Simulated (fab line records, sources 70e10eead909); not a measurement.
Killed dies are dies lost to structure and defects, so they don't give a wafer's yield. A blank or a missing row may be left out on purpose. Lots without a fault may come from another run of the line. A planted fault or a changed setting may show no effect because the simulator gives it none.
Which tool did it? | flow nand_harc | 12 lots, 36 wafers sampled, at 5 steps of a route of 1302

WHAT THE GAUGES READ, wafer by wafer
NHARC_A_CONTACT_CD_MEAS_69: target cd 300 nm. Usual: cd_nm 300.1 nm, standard deviation 0.44.
lot  | measured     | on        | cd_nm (nm)        | flag
L393 | day 22 18:20 | cd_sem-01 | 299.4 299.6 298.9 |
L396 | day 23 02:26 | cd_sem-01 | 299.9 300.1 300.8 |
L395 | day 23 02:43 | cd_sem-02 | 299.3 300.4 300.4 |
L398 | day 23 14:58 | cd_sem-01 | 300.4 300.4 300.7 |
L399 | day 24 09:18 | cd_sem-02 | 300.3 300.6 300.4 |
L400 | day 24 16:28 | cd_sem-01 | 300.5 299.6 300.2 |
L404 | day 26 23:19 | cd_sem-01 | 300.0 300.5 300.7 |
L408 | day 28 14:36 | cd_sem-01 | 300.4 299.8 300.3 |
L406 | day 28 14:58 | cd_sem-01 | 299.5 300.8 300.7 |
L416 | day 31 16:16 | cd_sem-03 | 299.8 300.6 299.6 |
L414 | day 31 18:34 | cd_sem-03 | 299.8 299.7 299.6 |
L415 | day 32 02:50 | cd_sem-03 | 299.7 300.2 300.4 |

NHARC_END_SORT_01. Usual: killed_at_array 58, standard deviation 20; killed_at_other 0.9, standard deviation 1.4; killed_at_periphery 4, standard deviation 3.1; killed_dies 63, standard deviation 20; killed_open 3.3, standard deviation 1.8; killed_short 2.4, standard deviation 1.5.
lot  | measured     | on        | killed_at_array | killed_at_other | killed_at_periphery | killed_dies | killed_open | killed_short | flag
L404 | day 29 16:34 | prober-01 | 673 673 665     | 0 0 1           | 4 4 11              | 677 677 677 | 7 1 2       | 3 2 4        | OFF
L408 | day 31 02:40 | prober-02 | 673 674 675     | 0 0 2           | 4 3 0               | 677 677 677 | 4 6 5       | 2 5 2        | OFF
L406 | day 31 04:09 | prober-01 | 673 671 673     | 1 0 1           | 3 6 3               | 677 677 677 | 5 2 4       | 4 0 4        | OFF

WHICH TOOL RAN EACH LOT (tool, then ch and the chambers of the sampled wafers, then the start)
lot  | NHARC_A_CONTACT_DESCUM_74          | NHARC_A_CONTACT_ETCH_124             | NHARC_A_CONTACT_ETCH_129
L393 | rie_diel-06 ch 1,2,3, day 22 18:32 | har_cap_etch-02 ch 1, day 22 20:12   | har_cap_etch-02 ch 1, day 22 21:06
L396 | rie_diel-04 ch 0,3, day 23 02:37   | har_cap_etch-03 ch 0,1, day 23 04:16 | har_cap_etch-03 ch 0,1, day 23 05:10
L395 | rie_diel-06 ch 0,1,3, day 23 02:55 | har_cap_etch-02 ch 0,1, day 23 04:27 | har_cap_etch-02 ch 0,1, day 23 05:22
L398 | rie_diel-04 ch 0,1,3, day 23 15:09 | har_cap_etch-02 ch 0,1, day 23 16:43 | har_cap_etch-02 ch 0,1, day 23 17:37
L399 | rie_diel-04 ch 1,2,3, day 24 23:37 | har_cap_etch-02 ch 0,1, day 25 01:11 | har_cap_etch-02 ch 0,1, day 25 02:05
L400 | rie_diel-06 ch 1,3, day 24 23:46   | har_cap_etch-01 ch 0,1, day 25 01:20 | har_cap_etch-01 ch 0,1, day 25 02:14
L404 | rie_diel-06 ch 0,1,2, day 26 23:31 | har_cap_etch-03 ch 0,1, day 27 01:03 | har_cap_etch-03 ch 0,1, day 27 01:57
L408 | rie_diel-04 ch 0,3, day 28 14:47   | har_cap_etch-02 ch 0,1, day 28 16:29 | har_cap_etch-02 ch 0,1, day 28 17:24
L406 | rie_diel-04 ch 2,3, day 28 15:11   | har_cap_etch-03 ch 0,1, day 28 17:44 | har_cap_etch-03 ch 0,1, day 28 18:38
L416 | rie_diel-13 ch 0,2, day 31 16:28   | har_cap_etch-03 ch 0,1, day 31 18:00 | har_cap_etch-03 ch 0,1, day 31 18:55
L414 | rie_diel-13 ch 1,2,3, day 31 18:47 | har_cap_etch-02 ch 0,1, day 31 20:20 | har_cap_etch-02 ch 0,1, day 31 21:14
L415 | rie_diel-04 ch 0,3, day 32 03:02   | har_cap_etch-02 ch 0, day 32 05:01   | har_cap_etch-02 ch 0, day 32 05:55
- NHARC_A_CONTACT_DESCUM_74: chemistry O2, time 3 s.
- NHARC_A_CONTACT_ETCH_124: etches the open film in C4F8/O2/Ar, time 140 s, target depth 700 nm.
- NHARC_A_CONTACT_ETCH_129: etches the open film in C4F8/O2/Ar, time 197 s, target depth 1918 nm.

WHAT THE TOOLS THEMSELVES READ (means of the sampled wafers that have a number; where no wafer has one, the mark that the record gives instead)
NHARC_A_CONTACT_DESCUM_74. Usual: drypump_motor_current_A 5.9 A, standard deviation 0.31; o2_flow_sccm 200.0 sccm, standard deviation 0.53; oes_product_au 1.002 a.u., standard deviation 0.008; rf_vpp_V 57.6 V, standard deviation 0.95; showerhead_plenum_p_Torr 1.90 Torr, standard deviation 0.079; throttle_valve_pct 11.313 %, standard deviation 0.0077.
lot  | tool        | drypump_motor_current_A (A) | o2_flow_sccm (sccm) | oes_product_au (a.u.) | rf_vpp_V (V) | showerhead_plenum_p_Torr (Torr) | throttle_valve_pct (%) | flag
L393 | rie_diel-06 | 5.5                         | 200.5               | 1.007                 | 57.6         | 1.91                            | 11.316                 |
L396 | rie_diel-04 | 5.8                         | 199.6               | 1.009                 | 56.8         | 1.93                            | 11.317                 |
L395 | rie_diel-06 | 5.9                         | 200.1               | 1.011                 | 58.8         | 1.95                            | 11.311                 |
L398 | rie_diel-04 | 5.8                         | 199.6               | 0.997                 | 58.3         | 1.91                            | 11.315                 |
L399 | rie_diel-04 | 5.9                         | 200.2               | 0.988                 | 57.2         | 1.90                            | 11.312                 |
L400 | rie_diel-06 | 5.6                         | 200.1               | 1.010                 | 57.8         | 1.90                            | 11.318                 |
L404 | rie_diel-06 | 5.9                         | 199.8               | 1.011                 | 58.5         | 1.94                            | 11.314                 |
L408 | rie_diel-04 | 5.8                         | 199.5               | 0.997                 | 57.8         | 1.88                            | 11.315                 |
L406 | rie_diel-04 | 6.1                         | 199.9               | 0.998                 | 56.9         | 1.85                            | 11.312                 |
L416 | rie_diel-13 | 6.0                         | 199.8               | 0.993                 | 59.3         | 1.97                            | 11.310                 |
L414 | rie_diel-13 | 6.0                         | 199.8               | 0.995                 | 57.3         | 1.90                            | 11.314                 |
L415 | rie_diel-04 | 5.8                         | 199.9               | 1.004                 | 57.8         | 1.92                            | 11.316                 |

NHARC_A_CONTACT_ETCH_124. Usual: chamber_pressure_mTorr 19.999 mTorr, standard deviation 0.016; oes_air_line_au 1.001 a.u., standard deviation 0.019.
lot  | tool            | chamber_pressure_mTorr (mTorr) | oes_air_line_au (a.u.) | flag
L393 | har_cap_etch-02 | 20.034                         | 0.993                  |
L396 | har_cap_etch-03 | 19.996                         | 0.999                  |
L395 | har_cap_etch-02 | 20.010                         | 1.001                  |
L398 | har_cap_etch-02 | 19.987                         | 0.993                  |
L399 | har_cap_etch-02 | 20.001                         | 1.023                  |
L400 | har_cap_etch-01 | 20.008                         | 1.015                  |
L404 | har_cap_etch-03 | -                              | -                      | OFF
L408 | har_cap_etch-02 | -                              | -                      | OFF
L406 | har_cap_etch-03 | -                              | -                      | OFF
L416 | har_cap_etch-03 | 20.004                         | 0.992                  |
L414 | har_cap_etch-02 | 20.004                         | 1.007                  |
L415 | har_cap_etch-02 | 19.997                         | 0.997                  |

NHARC_A_CONTACT_ETCH_129. Usual: chamber_pressure_mTorr 20.000 mTorr, standard deviation 0.017; oes_air_line_au 1.003 a.u., standard deviation 0.023.
lot  | tool            | chamber_pressure_mTorr (mTorr) | oes_air_line_au (a.u.) | flag
L393 | har_cap_etch-02 | 19.992                         | 1.019                  |
L396 | har_cap_etch-03 | 19.998                         | 1.018                  |
L395 | har_cap_etch-02 | 20.003                         | 1.029                  |
L398 | har_cap_etch-02 | 19.978                         | 1.036                  |
L399 | har_cap_etch-02 | 20.007                         | 1.003                  |
L400 | har_cap_etch-01 | 19.978                         | 1.020                  |
L404 | har_cap_etch-03 | 19.988                         | 0.989                  |
L408 | har_cap_etch-02 | 19.998                         | 0.987                  |
L406 | har_cap_etch-03 | 20.002                         | 0.997                  |
L416 | har_cap_etch-03 | 19.998                         | 1.032                  |
L414 | har_cap_etch-02 | 20.007                         | 1.007                  |
L415 | har_cap_etch-02 | 19.989                         | 1.015                  |

THE ANSWER, worked out from the rows above alone
Rule: a lot is off if the mean of its wafers that have a number lies more than 3 standard deviations from the usual mean. A lot without any number at a reading at which 4 lots or more have one is off too. The other lots that the step has rows for count as sound. The gauges are gone through in route order, then the tools' own readings, and for those a lot's mean is taken as printed above. The first step at which some lot is off is used, and at that step the reading that is off furthest; a lot without a number counts as furthest.
Off: L404, L408, L406, at NHARC_END_SORT_01 (killed_at_array). Neither off nor sound, because the step has no rows for them: L393, L396, L395, L398, L399, L400, L416, L414, L415.
A tool fits if, at a process step before that reading, it ran every lot that is off, and no sound lot after the first of them. The gauges at NHARC_END_SORT_01 aren't tried: what is off there is off at NHARC_A_CONTACT_ETCH_124 too, on other tools, and a gauge's error can't cause that. None of those tried fits.

WHAT THE SIMULATOR HAD PUT IN
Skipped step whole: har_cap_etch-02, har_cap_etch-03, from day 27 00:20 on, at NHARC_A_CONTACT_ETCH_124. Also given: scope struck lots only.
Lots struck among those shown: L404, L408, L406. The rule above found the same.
